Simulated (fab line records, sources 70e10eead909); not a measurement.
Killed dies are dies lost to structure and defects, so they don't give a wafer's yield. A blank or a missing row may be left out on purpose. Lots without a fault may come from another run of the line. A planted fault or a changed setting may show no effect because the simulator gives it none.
fab line records | flow nand_harc
record lots=7 wafers=21 last_day=33
route steps=1302 shown P_ZERO_WELL@14
lots that met no fault: from a run of the same line without faults
start_h: hours from the record's first day to the start of the lot's first wafer shown | wait_h: hours since the lot's step before | " the same as in the row above | L1.1+2: a row that stands for several wafers | - no value, or no start given | * or withheld: withheld | < > ~ a bound
route shown NAME@n: a module of which the file shows steps, and the number in the route of the first | usual: mean/standard deviation of fault-free wafers | same: alike in all rows | chamber/n: place in a boat | sites: the reading at each site | _std_site: their standard deviation | _edge_site: outer sites' mean less inner sites' | radius_mm: how far each site lies from the wafer's centre | mask NAME#n: copy n | behind: the tool/chamber that last shaped the wafer | hold: why the lot was held/for how many hours/how that ended | device: the transistor (n, p or np) that didn't switch | end of line: the same wafers' tests at the end of the route | a step without rows: its recipe alone | killed: dies lost to structure and defects at the first sort, not the wafer's yield | map: a wafer's dies, x killed, . not, _ none there
set.NAME: the setting as run; set.NAME@STEP: as run at that earlier step | model.NAME: the simulator's own value behind a step, which no gauge read
lots at some steps of the route; a table a step, a row a wafer
services: from which hour (start_h, from the record's first day; less than 0 if before it) a tool's chamber was out of use, for how many hours, and why
## steps
# step NHARC_P_ZERO_WELL_CD_MEAS_11
# recipe target_cd_nm=500 landing_energy_ev=500
# usual cd_nm=499.9/2.1
# columns lot.wafer tool chamber start_h wait_h cd_nm
L358.2 cd_sem-01 0 71.14 - 501.8
L358.4 " 0 " " 498.6
L358.6 " 0 " " 500.1
L359.1 cd_sem-02 0 81.12 - 498.6
L359.4 " 0 " " 497.0
L359.5 " 0 " " 499.6
L360.2 cd_sem-01 0 91.21 - 498.2
L360.4 " 0 " " 502.3
L360.6 " 0 " " 495.7
L361.1 cd_sem-01 0 101.24 - 499.4
L361.3 " 0 " " 495.6
L361.6 " 0 " " 497.3
L372.1 cd_sem-02 0 211.24 - 499.5
L372.3 " 0 " " 500.0
L372.4 " 0 " " 501.0
L373.1 cd_sem-03 0 221.26 - 499.8
L373.3 " 0 " " 502.7
L373.6 " 0 " " 501.4
L375.4 cd_sem-01 0 241.24 - 500.5
L375.5 " 0 " " 497.7
L375.6 " 0 " " 498.7
# step NHARC_P_ZERO_WELL_HARDBAKE_12
# recipe temp_c=118 time_s=65
# step NHARC_P_ZERO_WELL_DESCUM_13
# recipe time_s=3 o2_flow_sccm=200 ar_flow_sccm=0 bias_power_w=0 chemistry=O2
# usual chamber_pressure_mTorr=60.00/0.055 drypump_motor_current_A=5.72/0.28 oes_product_au=1.002/0.0091 rf_vpp_V=57.6/0.86 showerhead_plenum_p_Torr=1.88/0.067 throttle_valve_pct=11.311/0.009
# columns lot.wafer tool chamber start_h wait_h chamber_pressure_mTorr drypump_motor_current_A oes_product_au rf_hours_counter_h rf_vpp_V showerhead_plenum_p_Torr throttle_valve_pct
L358.4 rie_diel-08 1 71.30 - 59.98 5.49 1.004 19 57.5 1.78 11.313
L358.2 " 0 " " 60.03 5.76 1.005 19 56.9 1.81 11.313
L358.6 " 1 " " 59.96 5.46 0.999 - 56.4 1.78 11.316
L359.1 rie_diel-10 2 81.30 - 60.01 5.16 0.990 0 55.8 1.95 11.314
L359.5 " 1 " " 60.01 5.59 0.997 - 58.5 1.80 11.312
L359.4 " 2 " " 60.02 5.16 0.996 - 57.2 1.95 11.316
L360.2 rie_diel-01 2 91.37 - 60.04 6.09 1.003 18 57.4 1.86 11.318
L360.4 " 3 " " 60.05 5.65 1.004 21 56.3 1.87 11.293
L360.6 " 2 " " 59.94 6.10 1.004 - 59.3 1.86 11.314
L361.3 rie_diel-10 2 101.39 - 59.95 5.17 0.995 4 58.0 1.95 11.317
L361.1 " 0 " " 59.96 5.84 1.014 1 57.2 1.92 11.317
L361.6 " 2 " " 60.02 5.17 0.993 - 59.2 1.95 11.322
L372.3 rie_diel-10 3 211.40 - 59.96 5.99 1.006 38 58.3 1.94 11.309
L372.4 " 0 " " 60.05 5.83 1.008 37 57.4 1.91 11.306
L372.1 " 2 " " 59.99 5.19 1.011 41 57.9 1.94 11.304
L373.1 rie_diel-01 1 221.42 - 59.99 6.07 1.012 2 57.2 1.90 11.309
L373.3 " 3 " " 60.02 5.66 1.008 1 57.4 1.86 11.314
L373.6 " 1 " " 60.00 6.08 1.015 - 57.7 1.90 11.296
L375.4 rie_diel-01 3 241.41 - 59.96 5.70 1.022 8 58.9 1.86 11.307
L375.6 " 1 " " 60.05 6.07 1.000 - 57.7 1.90 11.330
L375.5 " 2 " " 59.94 6.12 1.001 - 58.8 1.84 11.313
# step NHARC_P_ZERO_WELL_ETCH_65
# recipe target_depth_a=800 overetch_a=240 time_s=87.88 ion_energy_ev=200 n2_flow_sccm=150 h2_flow_sccm=150 ar_flow_sccm=0 rf_w=400 bias_w=150 chemistry=N2/H2
# usual chamber_pressure_mTorr=29.999/0.027 drypump_motor_current_A=5.72/0.27 oes_product_au=1.001/0.0097 rf_vpp_V=429.3/2.3 showerhead_plenum_p_Torr=2.00/0.074 throttle_valve_pct=14.171/0.0088
# columns lot.wafer tool chamber start_h wait_h chamber_pressure_mTorr drypump_motor_current_A oes_product_au rf_hours_counter_h rf_vpp_V showerhead_plenum_p_Torr throttle_valve_pct
L358.4 rie_diel-08 0 71.93 0.6 30.028 5.73 1.005 19 426.1 1.93 14.179
L358.2 " 2 " " 29.996 5.84 1.007 15 426.7 1.97 14.169
L358.6 " 1 " " 29.964 5.50 1.008 - 425.3 1.89 14.175
L359.1 rie_diel-10 1 81.48 0.2 30.013 5.67 1.002 1 425.7 1.91 14.170
L359.5 " 1 " " 30.040 5.62 1.000 - 426.6 1.91 14.167
L359.4 " 2 " " 29.968 5.16 0.996 - 433.1 2.08 14.161
L360.2 rie_diel-01 2 91.46 0.1 30.002 6.08 0.990 18 428.1 1.98 14.170
L360.4 " 3 " " 30.061 5.68 0.996 21 427.5 2.00 14.168
L360.6 " 1 " " 30.011 6.09 1.010 - 429.2 2.04 14.183
L361.3 rie_diel-10 1 101.48 0.1 29.975 5.56 0.985 4 427.2 1.91 14.162
L361.1 " 0 " " 30.010 5.83 1.006 1 430.7 2.04 14.154
L361.6 " 2 " " 29.990 5.21 0.988 - 432.1 2.08 14.176
L372.3 rie_diel-10 0 211.49 0.1 29.979 5.84 1.012 37 430.5 2.03 14.161
L372.1 " 2 " " 29.964 5.22 1.009 41 432.3 2.07 14.180
L372.4 " 3 " " 30.017 6.01 1.015 38 432.8 2.07 14.164
L373.3 rie_diel-01 1 221.51 0.1 29.992 6.07 1.011 2 429.7 2.02 14.167
L373.1 " 2 " " 30.029 6.14 1.002 1 429.6 1.96 14.177
L373.6 " 0 " " 29.996 5.53 1.000 - 429.8 2.02 14.164
L375.4 rie_diel-01 1 241.48 0.1 30.000 6.12 1.007 6 428.5 2.02 14.182
L375.5 " 1 " " 29.982 6.11 1.011 - 428.5 2.02 14.165
L375.6 " 2 " " 30.006 6.11 0.993 - 427.5 1.96 14.159
# step NHARC_P_ZERO_WELL_ETCH_62
# recipe target_depth_a=130 time_s=6.5 chf3_flow_sccm=50 ar_flow_sccm=200 rf_w=500 bias_w=200 chemistry=CHF3/Ar
# usual chamber_pressure_mTorr=25.000/0.023 drypump_motor_current_A=5.70/0.27 oes_product_au=0.959/0.018 rf_vpp_V=369.6/1.9 showerhead_plenum_p_Torr=2.30/0.079 throttle_valve_pct=20.218/0.0087
# columns lot.wafer tool chamber start_h wait_h chamber_pressure_mTorr drypump_motor_current_A oes_product_au rf_hours_counter_h rf_vpp_V showerhead_plenum_p_Torr throttle_valve_pct
L358.4 rie_diel-08 0 - - 24.988 5.79 0.926 19 365.8 2.22 20.209
L358.2 " 2 " " 25.021 5.85 0.932 15 368.9 2.27 20.200
L358.6 " 1 " " 25.008 5.51 0.930 - 366.7 2.18 20.229
L359.1 rie_diel-10 2 - - 25.060 5.16 0.942 1 370.6 2.39 20.226
L359.5 " 1 " " 25.006 5.60 0.935 - 367.0 2.21 20.219
L359.4 " 2 " " 24.991 5.21 0.946 - 371.1 2.39 20.219
L360.4 rie_diel-01 3 - - 25.025 5.69 0.935 21 369.7 2.30 20.227
L360.2 " 0 " " 25.012 5.45 0.928 21 370.8 2.33 20.239
L360.6 " 1 " " 25.022 6.08 0.922 - 369.2 2.34 20.240
L361.1 rie_diel-10 1 - - 24.965 5.60 0.973 4 367.2 2.21 20.206
L361.3 " 0 " " 25.035 5.82 0.985 1 370.2 2.35 20.212
L361.6 " 2 " " 24.996 5.19 0.949 - 371.5 2.39 20.222
L372.4 rie_diel-10 3 - - 24.975 6.00 0.964 38 371.1 2.37 20.213
L372.1 " 0 " " 25.012 5.84 0.969 37 371.5 2.33 20.221
L372.3 " 1 " " 24.993 5.58 0.970 41 368.1 2.19 20.215
L373.3 rie_diel-01 3 - - 24.984 5.66 0.989 1 369.4 2.28 20.209
L373.1 " 0 " " 24.982 5.50 0.975 1 369.6 2.32 20.217
L373.6 " 3 " " 24.975 5.70 0.985 - 369.9 2.28 20.218
L375.4 rie_diel-01 2 - - 25.055 6.11 0.949 7 368.9 2.26 20.224
L375.6 " 0 " " 24.985 5.50 0.949 - 369.1 2.32 20.211
L375.5 " 1 " " 25.016 6.09 0.966 - 370.1 2.33 20.218
# step NHARC_P_ZERO_WELL_ETCH_63
# recipe target_depth_a=1200 time_s=40.1 hbr_flow_sccm=150 cl2_flow_sccm=50 rf_w=400 icp_w=400 bias_w=100 chemistry=HBr/Cl2
# usual chamber_pressure_mTorr=15.001/0.013 drypump_motor_current_A=5.8/0.56 oes_product_au=0.996/0.012 throttle_valve_pct=26.405/0.0089
# columns lot.wafer tool chamber start_h wait_h chamber_pressure_mTorr drypump_motor_current_A oes_product_au rf_hours_counter_h throttle_valve_pct
L358.2 rie_si-05 2 72.10 - 15.018 6.5 0.990 0.6 26.417
L358.4 " 3 " " 14.992 5.1 0.985 0.7 26.414
L358.6 " 3 " " 15.024 5.1 0.986 - 26.417
L359.4 rie_si-06 0 81.69 - 14.992 5.6 1.003 0.0 26.396
L359.1 " 1 " " 15.004 6.2 0.980 0.0 26.405
L359.5 " 2 " " 15.007 5.7 1.018 - 26.403
L360.4 rie_si-05 1 91.64 - 15.011 6.2 1.001 0.8 26.404
L360.2 " 3 " " 14.988 5.1 0.982 0.8 26.411
L360.6 " 0 " " 15.014 5.0 0.974 - 26.398
L361.1 rie_si-05 0 101.66 - 14.989 4.9 0.991 1.0 26.406
L361.3 " 1 " " 14.975 6.2 1.010 0.9 26.398
L361.6 " 0 " " 14.996 4.9 0.978 - 26.419
L372.1 rie_si-01 2 211.66 - 15.006 6.2 1.012 0.1 26.399
L372.3 " 3 " " 14.991 5.7 1.006 0.1 26.409
L372.4 " 1 " " 14.993 5.9 0.999 0.1 26.418
L373.3 rie_si-01 0 221.69 - 15.023 6.5 1.003 0.1 26.408
L373.1 " 2 " " 14.994 6.2 1.004 0.2 26.396
L373.6 " 0 " " 14.994 6.5 0.998 - 26.374
L375.4 rie_si-06 1 241.65 - 14.992 6.3 0.996 1.1 26.397
L375.5 " 1 " " 14.993 6.2 1.000 - 26.400
L375.6 " 2 " " 15.001 5.7 1.009 - 26.414
# step NHARC_P_ZERO_WELL_STRIP_15
# recipe time_s=900 temp_c=130 chemistry=SPM
# step NHARC_P_ZERO_WELL_DEHYDRATE_16
# recipe temp_c=150 time_s=120
# step NHARC_P_ZERO_WELL_HMDS_17
# recipe time_s=30
# step NHARC_P_ZERO_WELL_COAT_18
# recipe spin_rpm=withheld
# step NHARC_P_ZERO_WELL_SOFTBAKE_19
# recipe temp_c=122 time_s=95
# step NHARC_P_ZERO_WELL_EBR_20
# step NHARC_P_ZERO_WELL_EXPOSE_21
# recipe na=0.6 target_cd_nm=720 dose_mj=22.31 mask_id=P_NWELL
# usual exposure_dose_mJ_cm2=22.310/0.021 focus_offset_nm=0.0/0.51
# columns lot.wafer tool chamber start_h wait_h mask exposure_dose_mJ_cm2 focus_offset_nm
L358.2 krf_scanner-04 0 72.76 - P_NWELL#0 22.328 -0.5
L358.4 " 0 " " P_NWELL#0 22.360 -1.0
L358.6 " 0 " " P_NWELL#0 22.332 0.1
L359.1 krf_scanner-02 - 82.43 - P_NWELL#0 - -
L359.4 " - " " P_NWELL#0 - -
L359.5 " - " " P_NWELL#0 - -
L360.2 krf_scanner-02 - 92.27 - P_NWELL#0 - -
L360.4 " - " " P_NWELL#0 - -
L360.6 " - " " P_NWELL#0 - -
L361.1 krf_scanner-04 - 102.42 - P_NWELL#0 - -
L361.3 " - " " P_NWELL#0 - -
L361.6 " - " " P_NWELL#0 - -
L372.1 krf_scanner-04 0 212.43 - P_NWELL#0 22.296 0.0
L372.3 " 0 " " P_NWELL#0 22.258 0.1
L372.4 " 0 " " P_NWELL#0 22.300 0.7
L373.1 krf_scanner-04 0 222.32 - P_NWELL#0 22.345 -0.4
L373.3 " 0 " " P_NWELL#0 22.344 0.5
L373.6 " 0 " " P_NWELL#0 22.336 0.0
L375.4 krf_scanner-02 0 242.44 - P_NWELL#0 22.293 -0.1
L375.5 " 0 " " P_NWELL#0 22.299 0.1
L375.6 " 0 " " P_NWELL#0 22.304 -0.4
# step NHARC_P_ZERO_WELL_PEB_22
# recipe peb_temp_c=118 peb_time_s=85
# step NHARC_P_ZERO_WELL_DEVELOP_23
# recipe time_s=70
# step NHARC_P_ZERO_WELL_CD_MEAS_24
# recipe target_cd_nm=720 landing_energy_ev=500
# usual cd_nm=719.9/1.9
# columns lot.wafer tool chamber start_h wait_h cd_nm
L358.2 cd_sem-01 0 72.91 - 719.3
L358.4 " 0 " " 720.1
L358.6 " 0 " " 721.0
L359.1 cd_sem-02 0 82.59 - -
L359.4 " 0 " " -
L359.5 " 0 " " -
L360.2 cd_sem-01 0 92.43 - -
L360.4 " 0 " " -
L360.6 " 0 " " -
L361.1 cd_sem-01 0 102.58 - -
L361.3 " 0 " " -
L361.6 " 0 " " -
L372.1 cd_sem-03 0 212.58 - 719.8
L372.3 " 0 " " 719.0
L372.4 " 0 " " 718.6
L373.1 cd_sem-02 0 222.47 - 717.2
L373.3 " 0 " " 718.6
L373.6 " 0 " " 719.8
L375.4 cd_sem-03 0 242.59 - 721.4
L375.5 " 0 " " 718.7
L375.6 " 0 " " 719.4
# step NHARC_P_ZERO_WELL_HARDBAKE_25
# recipe temp_c=125 time_s=80
# step NHARC_P_ZERO_WELL_DESCUM_26
# recipe time_s=3 o2_flow_sccm=200 ar_flow_sccm=0 bias_power_w=0 chemistry=O2
# usual chamber_pressure_mTorr=60.00/0.056 drypump_motor_current_A=5.75/0.25 oes_product_au=1.003/0.0094 rf_vpp_V=57.7/0.89 showerhead_plenum_p_Torr=1.87/0.063 throttle_valve_pct=11.311/0.011
# columns lot.wafer tool chamber start_h wait_h chamber_pressure_mTorr drypump_motor_current_A oes_product_au rf_hours_counter_h rf_vpp_V showerhead_plenum_p_Torr throttle_valve_pct model.P_ZERO_WELL.cd_nm
L358.4 rie_diel-08 2 73.06 - 59.99 5.85 1.007 16 58.2 1.85 11.308 719.9
L358.2 " 1 " " 59.99 5.48 1.001 20 57.0 1.78 11.305 718.8
L358.6 " 3 " " 60.01 5.91 0.998 - 58.5 1.90 11.322 720
L359.4 rie_diel-08 0 82.75 - 60.03 5.76 1.008 23 57.6 1.81 11.315 497.8
L359.1 " 3 " " 59.87 5.94 0.984 23 58.0 1.90 11.308 499
L359.5 " 0 " " 60.01 5.74 1.008 - 56.3 1.81 11.300 500.1
L360.2 rie_diel-01 2 92.60 - 60.04 6.11 1.006 19 57.6 1.86 11.313 496.5
L360.4 " 0 " " 60.06 5.42 0.999 21 56.8 1.90 11.314 502.1
L360.6 " 1 " " 59.99 6.09 1.012 - 57.2 1.91 11.311 496.5
L361.3 rie_diel-10 2 102.75 - 59.96 5.20 1.000 4 58.5 1.95 11.321 495
L361.1 " 3 " " 60.00 5.99 1.014 3 57.4 1.95 11.304 500.2
L361.6 " 2 " " 59.99 5.20 1.002 - 57.9 1.95 11.314 496.8
L372.4 rie_diel-10 1 212.82 - 60.07 5.58 0.986 42 58.0 1.78 11.323 718.9
L372.3 " 2 " " 59.89 5.18 1.005 41 56.2 1.94 11.317 718.3
L372.1 " 0 " " 59.99 5.83 0.998 38 57.6 1.91 11.318 720.1
L373.1 rie_diel-08 0 222.66 - 60.10 5.78 0.996 9 57.0 1.80 11.314 716.4
L373.3 " 1 " " 60.01 5.49 1.009 11 59.8 2.07 11.306 718.3
L373.6 " 3 " " 60.02 5.91 1.006 - 56.9 1.88 11.305 718.4
L375.4 rie_diel-08 1 242.74 - 59.98 5.48 1.015 16 58.9 2.07 11.301 721.6
L375.6 " 1 " " 59.96 5.48 0.998 - 59.5 2.07 11.308 718.6
L375.5 " 2 " " 59.92 5.82 1.003 - 57.8 1.83 11.313 717.7
# step NHARC_P_ZERO_WELL_IMPLANT_27
# recipe energy_kev=600 dose_cm2=1e+13 tilt_deg=7
# step NHARC_P_ZERO_WELL_IMPLANT_57
# recipe energy_kev=250 dose_cm2=4e+12 tilt_deg=7
# step NHARC_P_ZERO_WELL_IMPLANT_58
# recipe energy_kev=100 dose_cm2=2e+12 tilt_deg=7
# step NHARC_P_ZERO_WELL_STRIP_28
# recipe time_s=840 temp_c=130 chemistry=SPM
# step NHARC_P_ZERO_WELL_DEHYDRATE_29
# recipe temp_c=150 time_s=120
# step NHARC_P_ZERO_WELL_HMDS_30
# recipe time_s=30
# step NHARC_P_ZERO_WELL_COAT_31
# recipe spin_rpm=withheld
# step NHARC_P_ZERO_WELL_SOFTBAKE_32
# recipe temp_c=122 time_s=95
# step NHARC_P_ZERO_WELL_EBR_33
# step NHARC_P_ZERO_WELL_EXPOSE_34
# recipe na=0.6 target_cd_nm=720 dose_mj=22.31 mask_id=P_PWELL
# step NHARC_P_ZERO_WELL_PEB_35
# recipe peb_temp_c=118 peb_time_s=85
# step NHARC_P_ZERO_WELL_DEVELOP_36
# recipe time_s=70
# step NHARC_P_ZERO_WELL_CD_MEAS_37
# recipe target_cd_nm=720 landing_energy_ev=500
# usual cd_nm=718.8/1.5
# columns lot.wafer tool chamber start_h wait_h cd_nm
L358.2 cd_sem-03 0 74.54 - 720.4
L358.4 " 0 " " 721.2
L358.6 " 0 " " 721.6
L359.1 cd_sem-03 0 84.10 - 719.2
L359.4 " 0 " " 718.0
L359.5 " 0 " " 719.1
L360.2 cd_sem-01 0 94.07 - 717.7
L360.4 " 0 " " 719.0
L360.6 " 0 " " 715.9
L361.1 cd_sem-03 0 104.23 - 720.9
L361.3 " 0 " " 717.4
L361.6 " 0 " " 719.7
L372.1 cd_sem-03 0 214.31 - 715.1
L372.3 " 0 " " 716.5
L372.4 " 0 " " 718.5
L373.1 cd_sem-03 0 224.01 - 718.5
L373.3 " 0 " " 721.8
L373.6 " 0 " " 718.3
L375.4 cd_sem-03 0 244.12 - 718.6
L375.5 " 0 " " 718.3
L375.6 " 0 " " 718.1
# step NHARC_P_ZERO_WELL_HARDBAKE_38
# recipe temp_c=125 time_s=80
# step NHARC_P_ZERO_WELL_DESCUM_39
# recipe time_s=3 o2_flow_sccm=200 ar_flow_sccm=0 bias_power_w=0 chemistry=O2
# usual chamber_pressure_mTorr=60.00/0.047 drypump_motor_current_A=5.75/0.27 oes_product_au=1.001/0.0083 rf_vpp_V=57.6/0.89 showerhead_plenum_p_Torr=1.87/0.06 throttle_valve_pct=11.311/0.0093
# columns lot.wafer tool chamber start_h wait_h chamber_pressure_mTorr drypump_motor_current_A oes_product_au rf_hours_counter_h rf_vpp_V showerhead_plenum_p_Torr throttle_valve_pct
L358.2 rie_diel-08 0 74.76 - 59.98 5.75 1.002 20 58.7 1.81 11.316
L358.4 " 1 " " 59.99 5.49 0.989 20 58.0 1.78 11.312
L358.6 " 3 " " 60.01 5.97 0.988 - 56.4 1.90 11.306
L359.1 rie_diel-08 1 84.27 - 59.96 5.49 1.008 23 57.1 1.77 11.315
L359.4 " 2 " " 59.99 5.83 1.006 19 57.0 1.85 11.311
L359.5 " 0 " " 60.05 5.75 1.007 - 57.6 1.81 11.316
L360.4 rie_diel-08 1 94.22 - 60.02 5.46 0.995 28 58.2 1.77 11.319
L360.2 " 0 " " 59.96 5.74 1.004 27 58.4 1.81 11.308
L360.6 " 2 " " 60.01 5.81 1.001 - 56.3 1.84 11.316
L361.3 rie_diel-01 3 104.42 - 60.06 5.67 0.995 25 59.4 1.87 11.313
L361.1 " 0 " " 60.05 5.50 0.998 24 59.9 1.90 11.301
L361.6 " 2 " " 59.99 6.09 1.002 - 59.6 1.86 11.310
L372.3 rie_diel-01 1 214.61 - 60.01 6.08 1.004 0 58.2 1.90 11.316
L372.1 " 2 " " 59.84 6.08 1.001 0 55.9 1.85 11.317
L372.4 " 3 " " 60.03 5.68 0.993 0 56.3 1.86 11.314
L373.1 rie_diel-01 3 224.18 - 59.99 5.70 1.002 1 58.3 1.86 11.316
L373.3 " 1 " " 59.97 6.07 0.999 2 57.6 1.90 11.310
L373.6 " 3 " " 59.94 5.71 1.000 - 57.1 1.86 11.318
L375.4 rie_diel-10 2 244.28 - 59.97 5.22 1.013 50 57.4 1.94 11.301
L375.6 " 1 " " 60.01 5.59 0.983 - 57.1 1.78 11.321
L375.5 " 2 " " 60.04 5.20 1.005 - 57.3 1.94 11.308
# step NHARC_P_ZERO_WELL_IMPLANT_40
# recipe energy_kev=300 dose_cm2=1e+13 tilt_deg=7
# step NHARC_P_ZERO_WELL_IMPLANT_59
# recipe energy_kev=120 dose_cm2=5e+12 tilt_deg=7
# step NHARC_P_ZERO_WELL_IMPLANT_60
# recipe energy_kev=30 dose_cm2=2e+12 tilt_deg=7
# step NHARC_P_ZERO_WELL_STRIP_41
# recipe time_s=840 temp_c=130 chemistry=SPM
# step NHARC_P_ZERO_WELL_DEHYDRATE_44
# recipe temp_c=150 time_s=120
# step NHARC_P_ZERO_WELL_HMDS_45
# recipe time_s=30
# step NHARC_P_ZERO_WELL_COAT_46
# recipe spin_rpm=withheld
# step NHARC_P_ZERO_WELL_SOFTBAKE_47
# recipe temp_c=122 time_s=95
# step NHARC_P_ZERO_WELL_EBR_48
# step NHARC_P_ZERO_WELL_INSPECT_43
# usual raw_defect_count=13/5.8
# columns lot.wafer tool chamber start_h wait_h hold raw_defect_count
L358.2 defect_inspect-02 - 78.04 0.5 - 9
L358.4 " - " " - 10
L358.6 " - " " - 21
L359.1 defect_inspect-02 - 87.57 0.6 await_dispo/0.2h/release 1053
L359.4 " - " " await_dispo/0.2h/release 1094
L359.5 " - " " await_dispo/0.2h/release 1087
L359.1 defect_inspect-02 - 87.74 0.2 - 1053
L359.4 " - " " - 1107
L359.5 " - " " - 1084
L360.2 defect_inspect-01 - 97.39 0.5 await_dispo/0.2h/release 1127
L360.4 " - " " await_dispo/0.2h/release 1084
L360.6 " - " " await_dispo/0.2h/release 1118
L360.2 defect_inspect-01 - 97.56 0.2 - 1124
L360.4 " - " " - 1088
L360.6 " - " " - 1109
L361.1 defect_inspect-02 - 107.70 0.6 await_dispo/0.2h/release 1003
L361.3 " - " " await_dispo/0.2h/release 1126
L361.6 " - " " await_dispo/0.2h/release 1147
L361.1 defect_inspect-02 - 107.87 0.2 - 993
L361.3 " - " " - 1136
L361.6 " - " " - 1147
L372.1 defect_inspect-01 - 217.90 0.6 - 6
L372.3 " - " " - 15
L372.4 " - " " - 9
L373.1 defect_inspect-02 - 227.38 0.6 - 15
L373.3 " - " " - 9
L373.6 " - " " - 10
L375.4 defect_inspect-02 - 247.58 0.2 - 7
L375.5 " - " " - 13
L375.6 " - " " - 9
## services
# columns tool chamber start_h hours kind
rie_diel-08 - 48.07 0.4 repair
rie_diel-01 0 62.09 - clean
rie_diel-01 1 62.09 - clean
rie_diel-10 - 70.43 9.0 pm
rie_si-06 - 72.00 9.0 pm
krf_scanner-04 - 76.31 1.5 repair
rie_diel-10 0 80.15 10.8 repair
rie_diel-10 3 87.92 6.3 repair
krf_scanner-02 - 94.00 4.0 pm
rie_si-01 - 100.74 0.1 repair
rie_diel-01 2 117.78 10.0 repair
rie_si-05 - 128.00 9.0 pm
krf_scanner-04 - 168.42 0.4 repair
rie_si-01 3 181.47 7.2 repair
rie_si-05 2 181.88 8.9 repair
krf_scanner-04 - 182.00 4.0 pm
rie_si-01 - 193.00 9.0 pm
rie_diel-08 - 193.53 9.0 pm
krf_scanner-04 - 199.05 0.3 repair
rie_diel-01 - 205.61 9.0 pm
krf_scanner-04 - 235.95 5.6 repair
krf_scanner-02 - 238.24 0.6 repair
rie_si-01 3 243.26 15.6 repair
rie_diel-08 2 244.04 7.6 repair
## key
first_sign step=NHARC_P_ZERO_WELL_EXPOSE_21 reading=tool_record direction=missing
effect step=NHARC_P_ZERO_WELL_CD_MEAS_24 reading=cd_nm direction=missing
effect step=NHARC_P_ZERO_WELL_INSPECT_43 reading=raw_defect_count direction=up sigmas=99+ usual=13 struck=1093
model_effect step=NHARC_P_ZERO_WELL_DESCUM_26 value=P_ZERO_WELL.cd_nm without=718.7 struck=498.2
met_at NHARC_P_ZERO_WELL_EXPOSE_21
struck_wafers L359.1,L359.4,L359.5,L360.2,L360.4,L360.6,L361.1,L361.3,L361.6
scrapped_behind NHARC_P_ZERO_WELL_INSPECT_43 L359.1,L359.4,L359.5,L360.2,L360.4,L360.6,L361.1,L361.3,L361.6
onset_between 72.76 82.43
fault kind=skipped_step_whole tool=krf_scanner-02,krf_scanner-04 chamber=- onset_h=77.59 steps=NHARC_P_ZERO_WELL_EXPOSE_21 scope=struck_lots_only
